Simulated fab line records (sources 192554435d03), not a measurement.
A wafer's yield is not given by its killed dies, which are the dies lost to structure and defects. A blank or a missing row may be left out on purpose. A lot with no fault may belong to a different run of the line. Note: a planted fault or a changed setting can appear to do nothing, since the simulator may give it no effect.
Which tool did it?    flow n5Finfet    28 wafers from 10 lots sampled at 4 of the route's 1938 steps

WHAT THE GAUGES SHOWED, per wafer
N5_BEOL_M4_RC_MEAS_101. Usual: DIBL_N 36.1 mV/V, standard deviation 1.7; DIBL_P 35.9 mV/V, standard deviation 2.1; IOFF_N 0.154 nA/um, standard deviation 0.029; IOFF_P 0.21 nA/um, standard deviation 0.035; ION_N 673 uA/um, standard deviation 10; ION_P 463 uA/um, standard deviation 7.5; SS_N 71.6 mV/dec, standard deviation 0.59; SS_P 73.2 mV/dec, standard deviation 0.69; VT_N 250.5 mV, standard deviation 2.9; VT_P -250 mV, standard deviation 3.2.
lot   measured      on         DIBL_N (mV/V)   DIBL_P (mV/V)   IOFF_N (nA/um)     IOFF_P (nA/um)  ION_N (uA/um)  ION_P (uA/um)  SS_N (mV/dec)   SS_P (mV/dec)   VT_N (mV)          VT_P (mV)       flag
L218  day 8 10:36   prober-02  38.7 37.7 36.0  39.4 37.9 37.8  0.182 0.165 0.146  0.26 0.24 0.23  668 662 661    458 454 462    72.7 72.7 71.7  73.5 73.6 73.2  252.3 253.9 252.5  -247 -247 -249  
L220  day 9 04:24   prober-01  35.0 36.1 37.3  35.2 37.3 37.2  0.160 0.185 0.194  0.23 0.26 0.26  683 693 682    467 474 469    70.9 71.6 71.8  73.1 73.2 73.5  246.9 248.3 245.2  -249 -245 -247  
L222  day 9 14:58   prober-02  34.4 39.7 37.1  34.3 39.3 37.0  0.115 0.204 0.149  0.14 0.20 0.18  653 664 666    443 447 453    70.9 72.2 72.0  71.9 73.8 73.4  253.0 248.9 252.5  -259 -254 -256  
L223  day 9 20:05   prober-02  35.8 36.5 36.2  35.7 37.4 37.3  0.138 0.160 0.155  0.22 0.24 0.24  664 672 674    461 469 466    71.4 71.9 72.1  72.8 73.1 72.9  252.6 249.0 246.5  -250 -248 -247  
L225  day 10 08:25  prober-01  38.0 37.1 38.6  38.1 36.7 38.0  0.166 0.147 0.166  0.24 0.21 0.23  675 674 669    465 466 463    71.7 71.3 72.2  73.9 73.9 74.0  249.4 251.3 250.2  -245 -249 -248  
L227  day 11 10:22  prober-01  35.9 36.2 38.0  35.1 35.7 38.0  0.149 0.153 0.192  0.18 0.19 0.23  667 683 683    454 465 467    72.2 71.1 71.8  73.1 72.3 73.2  250.0 248.9 244.7  -253 -251 -249  
L228  day 11 12:47  prober-02  35.3 35.3 32.9  35.5 35.3 32.6  0.162 0.161 0.119  0.23 0.23 0.19  678 677 666    464 464 459    71.4 70.8 70.7  74.0 73.5 71.7  251.4 250.4 253.0  -245 -248 -247  
L232  day 12 03:58  prober-02  36.9 36.1 37.9  36.6 36.0 37.5  0.160 0.148 0.186  0.22 0.20 0.22  668 674 668    460 460 456    72.4 71.6 72.3  73.3 73.1 72.8  250.9 252.0 248.8  -250 -251 -253  
L235  day 12 11:14  prober-01  38.0 38.2       37.8 37.4       0.192 0.187        0.24 0.22       691 687        469 468        72.7 72.1       73.1 73.4       248.7 246.8        -248 -250       
L236  day 13 10:23  prober-01  35.6 34.5       36.6 34.1       0.144 0.115        0.20 0.16       666 653        458 452        71.2 71.0       73.3 72.6       250.0 254.2        -250 -252       

TOOL THAT RAN EACH LOT (tool first, then ch and the chambers of the sampled wafers, then the start)
lot   N5_BEOL_M4_ANNEAL_87         N5_BEOL_M4_CO_CAP_55             N5_BEOL_M4_DEP_57
L218  pvdSputter-03, day 8 02:44   cvdCo-01 ch 0,1,2, day 8 09:56   pecvd-02 ch 0,1,2, day 8 10:02
L220  pvdSputter-03, day 9 01:56   cvdCo-01 ch 0,1,2, day 9 04:01   pecvd-01 ch 0,1, day 9 04:08
L222  pvdSputter-02, day 9 12:51   cvdCo-01 ch 0,1,2, day 9 14:44   pecvd-01 ch 1,2, day 9 14:51
L223  pvdSputter-03, day 9 17:58   cvdCo-01 ch 1,2, day 9 19:51     pecvd-01 ch 0,2, day 9 19:58
L225  pvdSputter-02, day 10 05:56  cvdCo-01 ch 0,1, day 10 07:52    pecvd-02 ch 0,1, day 10 07:59
L227  pvdSputter-03, day 11 07:02  cvdCo-02 ch 1,2, day 11 09:50    pecvd-01 ch 0,1, day 11 09:57
L228  pvdSputter-03, day 11 10:10  cvdCo-01 ch 0,1,2, day 11 12:05  pecvd-02 ch 0,1, day 11 12:12
L232  pvdSputter-01, day 12 01:41  cvdCo-02 ch 0,2, day 12 03:34    pecvd-04 ch 1,2, day 12 03:41
L235  pvdSputter-03, day 12 09:03  cvdCo-01 ch 1,2, day 12 10:57    pecvd-04 ch 1,2, day 12 11:04
L236  pvdSputter-02, day 13 07:45  cvdCo-01 ch 0,2, day 13 09:43    pecvd-01 ch 0,2, day 13 09:49
- N5_BEOL_M4_ANNEAL_87: time 240 s.
- N5_BEOL_M4_CO_CAP_55: material Co, precursor CCTBA/H2, target thk 2 nm, time 102.1 s.
- N5_BEOL_M4_DEP_57: deposits SiCN from 3MS/NH3, target thk 8 nm, time 14 s.

AS READ BY THE TOOLS THEMSELVES (means over the sampled wafers that have a number; for cases with no such wafer, the mark the record gives instead)
N5_BEOL_M4_ANNEAL_87. Usual: heaterPowerW 819 W, standard deviation 65.
lot   tool           heaterPowerW (W)  flag
L218  pvdSputter-03  814               
L220  pvdSputter-03  765               
L222  pvdSputter-02  834               
L223  pvdSputter-03  825               
L225  pvdSputter-02  937               
L227  pvdSputter-03  784               
L228  pvdSputter-03  817               
L232  pvdSputter-01  833               
L235  pvdSputter-03  765               
L236  pvdSputter-02  722               

N5_BEOL_M4_CO_CAP_55. Usual: heaterPowerW 224 W, standard deviation 18; runLengthS 125.0 s, standard deviation 0.5.
lot   tool      heaterPowerW (W)  runLengthS (s)  flag
L218  cvdCo-01  225               124.8           
L220  cvdCo-01  225               124.9           
L222  cvdCo-01  224               124.9           
L223  cvdCo-01  231               125.3           
L225  cvdCo-01  241               125.5           
L227  cvdCo-02  220               125.1           
L228  cvdCo-01  230               125.1           
L232  cvdCo-02  202               125.0           
L235  cvdCo-01  226               151.6           OFF
L236  cvdCo-01  220               150.8           OFF

N5_BEOL_M4_DEP_57. Usual: rfFwdPowerW 199.2 W, standard deviation 1.1; showerheadPlenumPTorr 3.661 Torr, standard deviation 0.012; throttleValvePct 8.9 %, standard deviation 0.37.
lot   tool      rfFwdPowerW (W)  showerheadPlenumPTorr (Torr)  throttleValvePct (%)  flag
L218  pecvd-02  198.6            3.658                         8.5                   
L220  pecvd-01  199.9            3.656                         9.4                   
L222  pecvd-01  199.5            3.649                         9.0                   
L223  pecvd-01  199.9            3.661                         9.4                   
L225  pecvd-02  198.7            3.661                         8.8                   
L227  pecvd-01  199.3            3.647                         9.3                   
L228  pecvd-02  200.1            3.665                         8.7                   
L232  pecvd-04  200.5            3.676                         8.8                   
L235  pecvd-04  199.6            3.683                         8.9                   
L236  pecvd-01  199.8            3.659                         9.1                   

THE ANSWER, worked out from the rows above alone
Rule: a lot counts as off when the mean over its wafers that have a number is more than 3 standard deviations away from the usual mean. Also off: a lot with no number at a reading for which 4 or more lots have one. All remaining lots with rows at the step are treated as sound. The gauges are gone through in route order, then the tools' own readings, and for those a lot's mean is taken as printed above. The first step at which some lot is off is used, and at that step the reading that is off furthest; a lot without a number counts as furthest.
Off, at N5_BEOL_M4_CO_CAP_55 on runLengthS: L235, L236.
If a tool, at that step or one of the process steps before it, ran each lot that is off and ran no sound lot following the first of them, it fits. One candidate fits, namely cvdCo-01 at N5_BEOL_M4_CO_CAP_55. Its last sound lot is L228 (day 11 12:05), its first lot that is off L235 (day 12 10:57): a fault that began between those two fits.
The tool's own readings at N5_BEOL_M4_CO_CAP_55 bear it out: on the lots that are off they differ by more than 5 times the standard deviation of the sound lots' means. runLengthS reads 151.2 s there against 125.1 s on the sound lots.

WHAT THE SIMULATOR PUT IN
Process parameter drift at N5_BEOL_M4_CO_CAP_55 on cvdCo-01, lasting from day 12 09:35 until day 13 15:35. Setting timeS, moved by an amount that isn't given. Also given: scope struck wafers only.
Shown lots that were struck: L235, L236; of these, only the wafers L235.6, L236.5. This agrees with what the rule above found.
